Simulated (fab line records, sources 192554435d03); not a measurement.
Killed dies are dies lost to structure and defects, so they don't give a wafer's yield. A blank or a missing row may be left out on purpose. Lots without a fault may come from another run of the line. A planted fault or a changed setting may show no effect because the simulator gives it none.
Chamber matching | flow n5_finfet | N5_BEOL_M6_PECVD_70 on pecvd-02: 3 sister chambers
The step deposits SiO2 from TEOS/O2, target thk 20 nm, time 22.7 s. 18 wafers are shown with their chamber, then 9 later ones without.

WAFERS WITH THEIR CHAMBER
wafer  | chamber | throttle_valve_pct (%) | heater_power_w (W) | showerhead_plenum_p_Torr (Torr)
L076.1 | 2       | 19.7                   | 910                | 8.80
L076.2 | 1       | 22.9                   | 647                | 8.79
L076.4 | 1       | 23.1                   | 654                | 8.80
L077.2 | 2       | 20.0                   | 807                | 8.78
L077.3 | 1       | 23.1                   | 706                | 8.81
L077.5 | 1       | 23.3                   | 710                | 8.81
L078.2 | 1       | 23.2                   | 653                | 8.82
L078.3 | 0       | 22.3                   | 558                | 8.87
L078.6 | 1       | 23.2                   | 637                | 8.77
L081.3 | 1       | 23.0                   | 620                | 8.80
L081.4 | 1       | 22.8                   | 597                | 8.81
L081.5 | 0       | 22.5                   | 597                | 8.88
L082.1 | 1       | 23.1                   | 650                | 8.82
L082.2 | 0       | 22.1                   | 491                | 8.85
L082.6 | 0       | 22.1                   | 486                | 8.86
L085.1 | 2       | 19.9                   | 938                | 8.79
L085.5 | 0       | 22.2                   | 578                | 8.87
L085.6 | 1       | 23.1                   | 708                | 8.82

SIGNATURES (means of the wafers above)
reading                  | chamber 0 | chamber 1 | chamber 2 | scatter within a chamber
throttle_valve_pct       | 22.240    | 23.080    | 19.867    | 0.154
heater_power_w           | 542.00    | 658.20    | 885.00    | 47
showerhead_plenum_p_Torr | 8.8660    | 8.8050    | 8.7900    | 0.0141
Rule: a wafer's distance from a chamber is the root of the sum, over the readings, of the square of ((its reading less the chamber's mean) divided by the reading's scatter). The wafer belongs to the nearest chamber; if the next one is less than 2 further off, it can't be placed. The scatter: the root of (the sum of the squares of (reading less its chamber's mean) over the shown wafers, divided by (wafers less chambers)).

WAFERS WITHOUT THEIR CHAMBER
wafer  | throttle_valve_pct (%) | heater_power_w (W) | showerhead_plenum_p_Torr (Torr)
L086.1 | 23.0                   | 651                | 8.81
L086.2 | 19.6                   | 907                | 8.79
L086.4 | 22.4                   | 518                | 8.83
L093.1 | 23.1                   | 605                | 8.81
L093.4 | 22.3                   | 528                | 8.87
L093.6 | 23.3                   | 610                | 8.77
L097.1 | 20.1                   | 797                | 8.76
L097.2 | 22.4                   | 607                | 8.84
L097.3 | 23.3                   | 651                | 8.77

WHICH CHAMBER EACH WENT THROUGH
wafer  | from the rows above | in truth
L086.1 | 1                   | 1
L086.2 | 2                   | 2
L086.4 | 0                   | 0
L093.1 | 1                   | 1
L093.4 | 0                   | 0
L093.6 | 1                   | 1
L097.1 | 2                   | 2
L097.2 | 0                   | 0
L097.3 | 1                   | 1
Placed correctly: 9 of 9. Can't be placed from these rows: 0. Placed wrongly: 0.
